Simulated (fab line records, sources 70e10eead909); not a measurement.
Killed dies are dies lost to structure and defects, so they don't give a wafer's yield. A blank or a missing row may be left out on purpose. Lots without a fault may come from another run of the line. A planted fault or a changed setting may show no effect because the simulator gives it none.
A struck lot beside a sound one | flow nand_harc | 23 steps out of a route of 1302
Sound: wafers L932.1, L932.4, L932.6. Struck: wafers L936.1, L936.4, L936.5. The cause comes at the end.
At each step with rows: each side's tool, then ch and its chambers, then its first start. Under that, the readings that differ: sound wafers | struck wafers | difference of the means | sigmas: that difference in standard deviations of wafers without a fault.
alike: readings whose means differ by less than 2 such deviations, and words and numbers that are the same on both sides. not compared: withheld readings, readings that some wafer has no value for, bounds like >300 that may hide the same value, and numbers for which the record gives no deviation and whose values overlap.
The two part at a step that has a row with sigmas, a row that says differs or no value, or rows on one side only. Numbers that don't overlap but have no deviation are shown without sigmas and don't part them. A reading that every wafer of one side lacks parts them only if that side has two wafers or more.

first, 1 step without rows for these wafers: NHARC_A_CONTACT_CVD_19 (deposits W, target thk 300 nm, time 802 s).
NHARC_A_CONTACT_CMP_20: polishes, t overpolish 30 s, target thk 300 nm.
  sound on cmp-02 ch 1,3, day 22 10:02; struck on cmp-03 ch 0,1,2, day 23 18:05
  alike: motor_current_A, overpolish_run_s, slurry_flow_ml_min, time_to_endpoint_s
then, 1 step without rows for these wafers: NHARC_A_CONTACT_SRD_22.
NHARC_A_CONTACT_INSPECT_23:
  sound on defect_inspect-01, day 22 10:26; struck on defect_inspect-02, day 23 18:27
  alike: raw_defect_count
then, 7 steps without rows for these wafers: NHARC_A_BLC_DEHYDRATE_00 (time 120 s); NHARC_A_BLC_HMDS_01 (time 30 s); NHARC_A_BLC_COAT_02 (time 75 s); NHARC_A_BLC_COAT_03 (time 65 s); NHARC_A_BLC_COAT_04 (resist thk 90 nm); NHARC_A_BLC_SOFTBAKE_05 (time 55 s); NHARC_A_BLC_EBR_06.
NHARC_A_BLC_EXPOSE_07: exposes mask A BLC, target cd 100 nm.
  sound on arfi_scanner-02 ch 0, day 22 10:49; struck on arfi_scanner-02 ch 0, day 23 18:41
  alike: mask
then, 2 steps without rows for these wafers: NHARC_A_BLC_PEB_08 (peb time 65 s); NHARC_A_BLC_DEVELOP_09 (develop time 35 s).
NHARC_A_BLC_CD_MEAS_10: target cd 100 nm.
  sound on cd_sem-02 ch 0, day 22 10:57; struck on cd_sem-02 ch 0, day 23 18:50
  reading    | sound          | struck | difference                    | sigmas
  cd_nm (nm) | 99.2 99.2 99.9 | - - -  | no value on the struck wafers |
NHARC_A_BLC_OVL_MEAS_11:
  sound on overlay-01, day 22 11:02; struck on overlay-02, day 23 18:55
  alike: overlay_x_nm, overlay_y_nm
NHARC_A_BLC_INSPECT_12:
  sound on defect_inspect-01, day 22 11:04; struck on defect_inspect-01, day 23 18:58
  alike: raw_defect_count
NHARC_A_BLC_DESCUM_15: chemistry O2, time 3 s.
  sound on rie_diel-02 ch 0,1,3, day 22 11:09; struck on rie_diel-05 ch 2,3, day 23 19:02
  alike: chamber_pressure_mTorr, drypump_motor_current_A, oes_product_au, rf_vpp_V, showerhead_plenum_p_Torr, throttle_valve_pct
  not compared: rf_hours_counter_h
NHARC_A_BLC_ETCH_16: etches the open film in CF4, target depth 39 nm, time 65 s.
  sound on rie_diel-02 ch 0,3, day 22 11:14; struck on rie_diel-05 ch 0,1,3, day 23 19:07
  alike: chamber_pressure_mTorr, drypump_motor_current_A, oes_product_au, rf_vpp_V, showerhead_plenum_p_Torr, throttle_valve_pct
  not compared: rf_hours_counter_h
NHARC_A_BLC_ETCH_17: etches the open film in N2/H2, target depth 390 nm, time 609.38 s.
  sound on rie_diel-02 ch 1,2; struck on rie_diel-05 ch 0,2
  alike: chamber_pressure_mTorr, drypump_motor_current_A, oes_product_au, rf_vpp_V, showerhead_plenum_p_Torr, throttle_valve_pct
  not compared: rf_hours_counter_h
then, 1 step without rows for these wafers: NHARC_A_BLC_ETCH_18 (etches the open film in C4F8/O2/Ar, target depth 910 nm).
NHARC_A_BLC_CD_MEAS_19:
  sound on cd_sem-01, day 22 12:07; struck on cd_sem-02, day 23 19:59
  reading    | sound            | struck | difference                    | sigmas
  cd_nm (nm) | 102.2 98.8 102.8 | - - -  | no value on the struck wafers |
NHARC_A_BLC_STRIP_29: strips in CF4.
  sound on rie_diel-06 ch 1,3, day 22 12:11; struck on rie_diel-02 ch 2,3, day 23 20:04
  alike: chamber_pressure_mTorr, drypump_motor_current_A, oes_product_au, rf_vpp_V, showerhead_plenum_p_Torr, throttle_valve_pct
  not compared: rf_hours_counter_h

WHERE THEY PART
First at NHARC_A_BLC_CD_MEAS_10; last, within this record, at NHARC_A_BLC_CD_MEAS_19. Later steps at which nothing parts them and some readings are alike: NHARC_A_BLC_STRIP_29.

WHY: what the simulator had put in
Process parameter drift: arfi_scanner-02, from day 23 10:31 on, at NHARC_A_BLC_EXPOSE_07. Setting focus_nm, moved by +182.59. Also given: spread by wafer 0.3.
